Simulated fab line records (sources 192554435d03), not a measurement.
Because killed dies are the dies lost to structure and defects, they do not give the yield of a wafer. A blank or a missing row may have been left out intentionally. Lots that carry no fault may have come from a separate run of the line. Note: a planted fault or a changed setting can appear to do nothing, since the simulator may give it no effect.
Chamber matching | flow n5_finfet | N5_BEOL_M5_PECVD_70 on pecvd-04: 3 sister chambers
The step deposits SiO2 from TEOS/O2, target thk 16 nm, time 18 s. 6 wafers are shown with their chamber, then 9 later ones without.

## EACH WAFER AND ITS CHAMBER
wafer  | chamber | throttle_valve_pct (%) | showerhead_plenum_p_Torr (Torr)
L084.6 | 0       | 22.4                   | 8.73
L088.1 | 2       | 22.1                   | 8.73
L088.3 | 0       | 22.4                   | 8.72
L093.1 | 2       | 21.9                   | 8.70
L093.3 | 1       | 22.6                   | 8.76
L093.6 | 1       | 22.7                   | 8.76

## WAFERS MISSING THEIR CHAMBER
wafer  | throttle_valve_pct (%) | showerhead_plenum_p_Torr (Torr)
L094.2 | 22.5                   | 8.73
L094.3 | 22.6                   | 8.78
L094.6 | 21.7                   | 8.73
L096.1 | 21.8                   | 8.71
L096.3 | 22.4                   | 8.76
L096.4 | 22.0                   | 8.71
L097.1 | 21.8                   | 8.69
L097.2 | 22.4                   | 8.72
L097.5 | 22.1                   | 8.73

## WHICH CHAMBER EACH ONE RAN IN
wafer  | from the rows above     | in truth
L094.2 | can't be placed: 0 or 1 | 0
L094.3 | 1                       | 1
L094.6 | 2                       | 2
L096.1 | 2                       | 2
L096.3 | can't be placed: 0 or 1 | 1
L096.4 | 2                       | 2
L097.1 | 2                       | 2
L097.2 | 0                       | 0
L097.5 | can't be placed: 2 or 0 | 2
Correctly placed: 6 of 9. Can't be placed from these rows: 3 (the true chamber is among the candidates in 3). Wrongly placed: 0.
How it was worked out, from the rows above alone: a wafer's distance from a chamber is the root of the sum, over the readings, of the square of ((its reading less the chamber's mean) divided by the reading's scatter). The wafer belongs to the nearest chamber; if the next one is less than 2 further off, it can't be placed. Each chamber's mean is taken over the wafers shown for it. The scatter is the square root of a quotient: the sum, over the shown wafers, of each reading's squared deviation from its chamber's mean, divided by wafers minus chambers.
